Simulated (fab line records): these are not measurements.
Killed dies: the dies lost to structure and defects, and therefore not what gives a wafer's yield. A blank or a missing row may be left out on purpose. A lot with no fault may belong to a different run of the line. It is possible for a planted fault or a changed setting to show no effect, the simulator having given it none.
Matching of chambers | flow nand harc | NHARC_A_CONTACT_ETCH_77 on rie diel-05: 3 sister chambers
The step etches the open film in CF4/CHF3, target depth 72.6 nm, time 36.3 s. 14 wafers are shown with their chamber, then 5 later ones without.

## WAFERS, EACH WITH ITS CHAMBER
wafer  | chamber | drypump motor current A (A) | showerhead plenum p Torr (Torr) | rf vpp V (V)
L193.2 | 1       | 5.2                         | 1.61                            | 371.5
L193.3 | 2       | 6.4                         | 1.49                            | 368.5
L193.6 | 0       | 5.4                         | 1.60                            | 371.4
L203.1 | 2       | 6.5                         | 1.49                            | 368.5
L203.5 | 1       | 5.2                         | 1.60                            | 370.6
L203.6 | 2       | 6.4                         | 1.49                            | 366.3
L204.2 | 2       | 6.4                         | 1.49                            | 369.1
L204.5 | 1       | 5.2                         | 1.60                            | 372.4
L204.6 | 0       | 5.4                         | 1.60                            | 370.8
L205.1 | 2       | 6.4                         | 1.49                            | 368.9
L205.2 | 1       | 5.2                         | 1.60                            | 372.2
L205.6 | 2       | 6.4                         | 1.49                            | 367.9
L207.2 | 1       | 5.2                         | 1.60                            | 370.8
L207.4 | 2       | 6.4                         | 1.49                            | 368.9

SIGNATURES, as means of the wafers listed above
reading                  | chamber 0 | chamber 1 | chamber 2 | scatter within a chamber
drypump motor current A  | 5.400     | 5.200     | 6.414     | 0.0279
showerhead plenum p Torr | 1.6000    | 1.6020    | 1.4900    | 0.0027
rf vpp V                 | 371.100   | 371.500   | 368.300   | 0.873
Rule: for a wafer and a chamber, the distance is found by dividing, reading by reading, the gap between the wafer's reading and the chamber's mean by the reading's scatter, squaring, summing and taking the root. If the next closest chamber is less than 2 further off than the closest, the wafer can't be placed; otherwise it belongs to the closest. How the scatter is found: for the shown wafers, subtract from each reading the mean of its chamber, square and add these, divide the total by (wafers less chambers), then take the root.

## WAFERS WITHOUT THEIR CHAMBER
wafer  | drypump motor current A (A) | showerhead plenum p Torr (Torr) | rf vpp V (V)
L207.5 | 5.2                         | 1.60                            | 373.3
L210.2 | 5.4                         | 1.60                            | 372.2
L210.5 | 6.4                         | 1.49                            | 367.5
L209.1 | 6.4                         | 1.49                            | 367.8
L209.5 | 5.2                         | 1.60                            | 369.6

## CHAMBER TAKEN BY EACH
wafer  | from the rows above | in truth
L207.5 | 1                   | 1
L210.2 | 0                   | 0
L210.5 | 2                   | 2
L209.1 | 2                   | 2
L209.5 | 1                   | 1
Correctly placed: 5 of 5. Not placeable from these rows: 0. Number placed wrongly: 0.
